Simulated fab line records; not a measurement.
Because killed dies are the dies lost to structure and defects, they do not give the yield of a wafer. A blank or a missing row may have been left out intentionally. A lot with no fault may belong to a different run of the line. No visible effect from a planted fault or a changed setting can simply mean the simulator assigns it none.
Which tool was responsible? | flow nandHarc | 72 wafers from 24 lots sampled at 5 of the route's 1302 steps

## WHAT EACH GAUGE READ, for each wafer
NHARC_A_CONTACT_INSPECT_71.
lot  | measured     | on               | rawDefectCount
L075 | day 22 14:28 | defectInspect-02 | 112 105 102
L074 | day 22 14:59 | defectInspect-02 | 43 55 48
L076 | day 22 20:09 | defectInspect-01 | 159 164 166
L077 | day 23 19:46 | defectInspect-01 | 31 17 26
L080 | day 23 21:32 | defectInspect-01 | 96 100 107
L078 | day 24 08:19 | defectInspect-01 | 153 163 158
L079 | day 24 15:08 | defectInspect-02 | 90 127 98
L081 | day 24 18:28 | defectInspect-01 | 81 89 91
L082 | day 25 07:41 | defectInspect-02 | 82 82 81
L083 | day 25 08:41 | defectInspect-01 | 90 85 73
L085 | day 26 04:08 | defectInspect-02 | 79 90 83
L084 | day 26 08:07 | defectInspect-01 | 80 76 91
L086 | day 26 23:19 | defectInspect-01 | 71 55 88
L087 | day 27 15:14 | defectInspect-02 | 98 74 94
L088 | day 27 14:52 | defectInspect-01 | 133 152 145
L089 | day 27 22:19 | defectInspect-02 | 20 19 26
L090 | day 28 05:25 | defectInspect-02 | 72 86 89
L091 | day 29 17:43 | defectInspect-02 | 74 83 70
L093 | day 30 00:15 | defectInspect-01 | 77 89 79
L092 | day 30 02:50 | defectInspect-02 | 76 83 83
L095 | day 30 14:52 | defectInspect-01 | 67 79 75
L094 | day 30 20:11 | defectInspect-02 | 96 69 79
L096 | day 30 20:52 | defectInspect-01 | 87 68 54
L097 | day 31 16:34 | defectInspect-02 | 103 99 95

## WHICH TOOL RAN EACH LOT (tool, then ch and the chambers of the sampled wafers, then the start)
lot  | NHARC_A_CONTACT_DEP_29          | NHARC_A_CONTACT_DESCUM_47         | NHARC_A_CONTACT_ETCH_122           | NHARC_A_CONTACT_ETCH_102
L075 | pecvd-04 ch 0,1, day 22 00:02   | rieDiel-13 ch 0,3, day 22 00:56   | harCapEtch-02 ch 0,1, day 22 04:43 | rieDiel-13 ch 1,2, day 22 06:20
L074 | pecvd-04 ch 0,1, day 22 01:04   | rieDiel-05 ch 0,2,3, day 22 01:50 | harCapEtch-03 ch 0,1, day 22 06:15 | rieDiel-13 ch 0,1,2, day 22 08:11
L076 | pecvd-02 ch 0,1, day 22 09:05   | rieDiel-13 ch 1,2, day 22 09:58   | harCapEtch-01 ch 0,1, day 22 13:48 | rieDiel-09 ch 1,2, day 22 15:23
L077 | pecvd-02 ch 0,1,2, day 23 08:51 | rieDiel-13 ch 0,1,3, day 23 09:38 | harCapEtch-02 ch 0,1, day 23 13:24 | rieDiel-13 ch 0,2,3, day 23 15:02
L080 | pecvd-03 ch 0,1, day 23 10:34   | rieDiel-09 ch 0,1,3, day 23 11:20 | harCapEtch-03 ch 0,1, day 23 15:05 | rieDiel-13 ch 0,1,3, day 23 16:44
L078 | pecvd-04 ch 0,1, day 23 14:02   | rieDiel-09 ch 1,2,3, day 23 14:57 | harCapEtch-01 ch 0,1, day 23 19:26 | rieDiel-09 ch 1,2,3, day 23 21:31
L079 | pecvd-02 ch 1,2, day 23 20:40   | rieDiel-05 ch 0,1,2, day 23 21:32 | harCapEtch-01 ch 0,1, day 24 02:27 | rieDiel-05 ch 0,1, day 24 04:16
L081 | pecvd-02 ch 0,1,2, day 24 05:17 | rieDiel-13 ch 1,2,3, day 24 06:00 | harCapEtch-02 ch 0,1, day 24 09:45 | rieDiel-13 ch 0,1,2, day 24 11:28
L082 | pecvd-02 ch 0,1,2, day 24 20:23 | rieDiel-05 ch 0,1, day 24 21:13   | harCapEtch-03 ch 0,1, day 25 01:17 | rieDiel-13 ch 0,2, day 25 02:58
L083 | pecvd-04 ch 0,1,2, day 24 20:58 | rieDiel-13 ch 2,3, day 24 21:52   | harCapEtch-02 ch 0, day 25 01:37   | rieDiel-09 ch 2,3, day 25 03:19
L085 | pecvd-04 ch 0,2, day 25 17:01   | rieDiel-13 ch 0,1,3, day 25 17:49 | harCapEtch-03 ch 0,1, day 25 21:32 | rieDiel-13 ch 0,2,3, day 25 23:26
L084 | pecvd-03 ch 0,2, day 25 21:11   | rieDiel-05 ch 1,2,3, day 25 21:56 | harCapEtch-03 ch 1, day 26 01:42   | rieDiel-13 ch 0,1,2, day 26 03:22
L086 | pecvd-02 ch 1,2, day 26 11:58   | rieDiel-05 ch 0,1,3, day 26 12:53 | harCapEtch-02 ch 0,1, day 26 16:47 | rieDiel-05 ch 0,2,3, day 26 18:28
L087 | pecvd-04 ch 0,2, day 27 02:46   | rieDiel-05 ch 0,1,3, day 27 03:40 | harCapEtch-01 ch 0,1, day 27 08:23 | rieDiel-13 ch 1,2,3, day 27 10:05
L088 | pecvd-03 ch 0,1, day 27 02:54   | rieDiel-13 ch 0,2,3, day 27 03:49 | harCapEtch-02 ch 0,1, day 27 07:40 | rieDiel-05 ch 0,3, day 27 09:19
L089 | pecvd-02 ch 0,2, day 27 09:17   | rieDiel-09 ch 1,3, day 27 10:13   | harCapEtch-02 ch 0,1, day 27 14:26 | rieDiel-13 ch 1,3, day 27 16:38
L090 | pecvd-02 ch 1,2, day 27 18:19   | rieDiel-09 ch 0,3, day 27 19:12   | harCapEtch-02 ch 0,1, day 27 23:00 | rieDiel-13 ch 1,3, day 28 00:39
L091 | pecvd-02 ch 1,2, day 29 01:52   | rieDiel-05 ch 0,1,3, day 29 02:46 | harCapEtch-01 ch 0, day 29 06:30   | rieDiel-05 ch 0,1,2, day 29 08:11
L093 | pecvd-04 ch 1,2, day 29 13:14   | rieDiel-13 ch 1,3, day 29 14:05   | harCapEtch-03 ch 0,1, day 29 17:52 | rieDiel-09 ch 0,2,3, day 29 19:29
L092 | pecvd-02 ch 0,1,2, day 29 13:40 | rieDiel-13 ch 1,2,3, day 29 14:35 | harCapEtch-02 ch 0,1, day 29 19:01 | rieDiel-05 ch 0,1,2, day 29 20:44
L095 | pecvd-04 ch 0,1,2, day 30 03:41 | rieDiel-13 ch 0,1, day 30 04:26   | harCapEtch-03 ch 1, day 30 08:14   | rieDiel-05 ch 0,1,3, day 30 10:04
L094 | pecvd-03 ch 0,2, day 30 04:10   | rieDiel-13 ch 0,1, day 30 05:02   | harCapEtch-02 ch 0, day 30 09:32   | rieDiel-09 ch 1,2, day 30 15:19
L096 | pecvd-02 ch 0,1,2, day 30 07:55 | rieDiel-09 ch 0,2,3, day 30 08:48 | harCapEtch-01 ch 0,1, day 30 12:37 | rieDiel-09 ch 2,3, day 30 16:05
L097 | pecvd-03 ch 1,2, day 31 03:25   | rieDiel-13 ch 1,2,3, day 31 04:17 | harCapEtch-02 ch 0,1, day 31 08:01 | rieDiel-13 ch 2,3, day 31 09:39
- NHARC_A_CONTACT_DEP_29: deposits SiON, target thk 100 nm.
- NHARC_A_CONTACT_DESCUM_47: chemistry O2, time 3 s.
- NHARC_A_CONTACT_ETCH_122: etches the open film in C4F8/O2/Ar, time 190 s, target depth 1850 nm.
- NHARC_A_CONTACT_ETCH_102: etches the open film in CF4/O2, target depth 100 nm, overetch 10 nm, time 55 s.

## AS READ BY THE TOOLS THEMSELVES (means over the sampled wafers that have a number; for cases with no such wafer, the mark the record gives instead)
NHARC_A_CONTACT_DEP_29.
lot  | tool     | heaterPowerOuterW (W) | heaterPowerW (W) | susceptorTempC (C)
L075 | pecvd-04 | 459                   | 770              | 400.14
L074 | pecvd-04 | 433                   | 735              | 400.01
L076 | pecvd-02 | 427                   | 676              | 399.86
L077 | pecvd-02 | 485                   | 756              | 399.92
L080 | pecvd-03 | 362                   | 600              | 399.96
L078 | pecvd-04 | 419                   | 703              | 400.05
L079 | pecvd-02 | 507                   | 764              | 400.24
L081 | pecvd-02 | 512                   | 798              | 400.17
L082 | pecvd-02 | 493                   | 755              | 399.95
L083 | pecvd-04 | 431                   | 721              | 400.02
L085 | pecvd-04 | 398                   | 678              | 400.38
L084 | pecvd-03 | 407                   | 682              | 400.07
L086 | pecvd-02 | 515                   | 805              | 400.27
L087 | pecvd-04 | 491                   | 796              | 399.86
L088 | pecvd-03 | 370                   | 596              | 400.06
L089 | pecvd-02 | 478                   | 752              | 400.02
L090 | pecvd-02 | 514                   | 774              | 399.84
L091 | pecvd-02 | 416                   | 652              | 399.88
L093 | pecvd-04 | 410                   | 686              | 399.81
L092 | pecvd-02 | 507                   | 776              | 400.09
L095 | pecvd-04 | 427                   | 717              | 400.05
L094 | pecvd-03 | 349                   | 613              | 399.89
L096 | pecvd-02 | 454                   | 706              | 399.97
L097 | pecvd-03 | 353                   | 595              | 399.84

NHARC_A_CONTACT_DESCUM_47.
lot  | tool       | drypumpMotorCurrentA (A) | oesProductAu (a.u.) | rfVppV (V) | showerheadPlenumPTorr (Torr) | throttleValvePct (%)
L075 | rieDiel-13 | 5.5                      | 0.992               | 57.4       | 1.91                         | 11.320
L074 | rieDiel-05 | 5.6                      | 0.993               | 56.9       | 1.89                         | 11.313
L076 | rieDiel-13 | 5.6                      | 1.005               | 58.2       | 1.90                         | 11.316
L077 | rieDiel-13 | 5.5                      | 0.997               | 57.6       | 1.89                         | 11.311
L080 | rieDiel-09 | 5.7                      | 1.005               | 58.3       | 1.91                         | 11.324
L078 | rieDiel-09 | 5.6                      | 1.003               | 57.2       | 1.87                         | 11.308
L079 | rieDiel-05 | 5.3                      | 0.995               | 58.0       | 1.88                         | 11.310
L081 | rieDiel-13 | 5.6                      | 0.999               | 58.9       | 1.91                         | 11.308
L082 | rieDiel-05 | 5.7                      | 1.001               | 57.6       | 1.84                         | 11.309
L083 | rieDiel-13 | 5.8                      | 0.996               | 58.7       | 1.95                         | 11.318
L085 | rieDiel-13 | 5.5                      | 1.000               | 57.1       | 1.88                         | 11.317
L084 | rieDiel-05 | 5.4                      | 1.000               | 58.1       | 1.95                         | 11.315
L086 | rieDiel-05 | 5.8                      | 0.993               | 57.5       | 1.91                         | 11.309
L087 | rieDiel-05 | 5.8                      | 0.997               | 58.0       | 1.91                         | 11.306
L088 | rieDiel-13 | 5.7                      | 1.006               | 57.8       | 1.92                         | 11.313
L089 | rieDiel-09 | 5.5                      | 0.998               | 57.1       | 1.90                         | 11.318
L090 | rieDiel-09 | 5.7                      | 0.997               | 57.3       | 1.90                         | 11.311
L091 | rieDiel-05 | 5.8                      | 1.004               | 58.0       | 1.90                         | 11.310
L093 | rieDiel-13 | 5.4                      | 1.005               | 57.9       | 1.87                         | 11.308
L092 | rieDiel-13 | 5.6                      | 1.002               | 57.6       | 1.91                         | 11.313
L095 | rieDiel-13 | 5.5                      | 1.000               | 58.0       | 1.86                         | 11.301
L094 | rieDiel-13 | 5.6                      | 1.001               | 57.9       | 1.87                         | 11.313
L096 | rieDiel-09 | 5.8                      | 0.996               | 57.5       | 1.86                         | 11.308
L097 | rieDiel-13 | 5.6                      | 0.998               | 58.6       | 1.90                         | 11.320

NHARC_A_CONTACT_ETCH_102.
lot  | tool       | drypumpMotorCurrentA (A) | oesProductAu (a.u.) | rfVppV (V) | showerheadPlenumPTorr (Torr) | throttleValvePct (%)
L075 | rieDiel-13 | 5.6                      | 1.005               | 198.1      | 1.33                         | 13.397
L074 | rieDiel-13 | 5.7                      | 0.999               | 197.6      | 1.33                         | 13.401
L076 | rieDiel-09 | 5.6                      | 0.999               | 197.1      | 1.31                         | 13.400
L077 | rieDiel-13 | 5.7                      | 0.999               | 197.0      | 1.35                         | 13.396
L080 | rieDiel-13 | 5.5                      | 1.004               | 198.1      | 1.32                         | 13.401
L078 | rieDiel-09 | 5.6                      | 1.002               | 197.6      | 1.30                         | 13.402
L079 | rieDiel-05 | 5.5                      | 0.999               | 197.7      | 1.33                         | 13.402
L081 | rieDiel-13 | 5.7                      | 0.994               | 197.7      | 1.33                         | 13.405
L082 | rieDiel-13 | 5.9                      | 0.988               | 198.4      | 1.35                         | 13.396
L083 | rieDiel-09 | 5.6                      | 1.006               | 197.2      | 1.30                         | 13.391
L085 | rieDiel-13 | 5.7                      | 0.996               | 198.3      | 1.34                         | 13.385
L084 | rieDiel-13 | 5.7                      | 1.000               | 199.5      | 1.33                         | 13.404
L086 | rieDiel-05 | 5.6                      | 0.991               | 197.5      | 1.32                         | 13.403
L087 | rieDiel-13 | 5.6                      | 1.007               | 197.7      | 1.33                         | 13.400
L088 | rieDiel-05 | 6.1                      | 1.000               | 198.6      | 1.34                         | 13.401
L089 | rieDiel-13 | 5.4                      | 1.001               | 198.1      | 1.30                         | 13.398
L090 | rieDiel-13 | 5.4                      | 1.003               | 198.0      | 1.30                         | 13.396
L091 | rieDiel-05 | 5.3                      | 1.000               | 197.1      | 1.30                         | 13.403
L093 | rieDiel-09 | 5.8                      | 0.990               | 197.3      | 1.30                         | 13.393
L092 | rieDiel-05 | 5.3                      | 0.990               | 197.5      | 1.30                         | 13.405
L095 | rieDiel-05 | 5.8                      | 0.998               | 197.3      | 1.33                         | 13.393
L094 | rieDiel-09 | 5.6                      | 0.997               | 197.1      | 1.30                         | 13.403
L096 | rieDiel-09 | 5.6                      | 1.003               | 196.9      | 1.29                         | 13.393
L097 | rieDiel-13 | 5.6                      | 0.996               | 197.4      | 1.34                         | 13.402

## THE ANSWER, worked out from the rows above alone
Rule: usual is defined by the lots themselves. The widest of any qualifying gaps counts: lots, ordered by their means at a reading, are off when they make up no more than a third of the lots, leave a main group of 4 or more, and stand apart from it by 3 or more times the standard deviation of that group's means. A main group whose means are all the same, to the digits that the tables above print for the reading, isn't used. Also off: a lot with no number at a reading for which 4 or more lots have one. Where the step has rows for the other lots, those lots are counted as sound. First the gauges in route order, then the tools' own readings, where a lot's mean is used as printed above. At the first step where some lot is off, the reading lying furthest off is the one used; lots without a number count as furthest.
No lot is off at any reading shown: from this, nothing can be told.

## WHAT THE SIMULATOR HAD PUT IN
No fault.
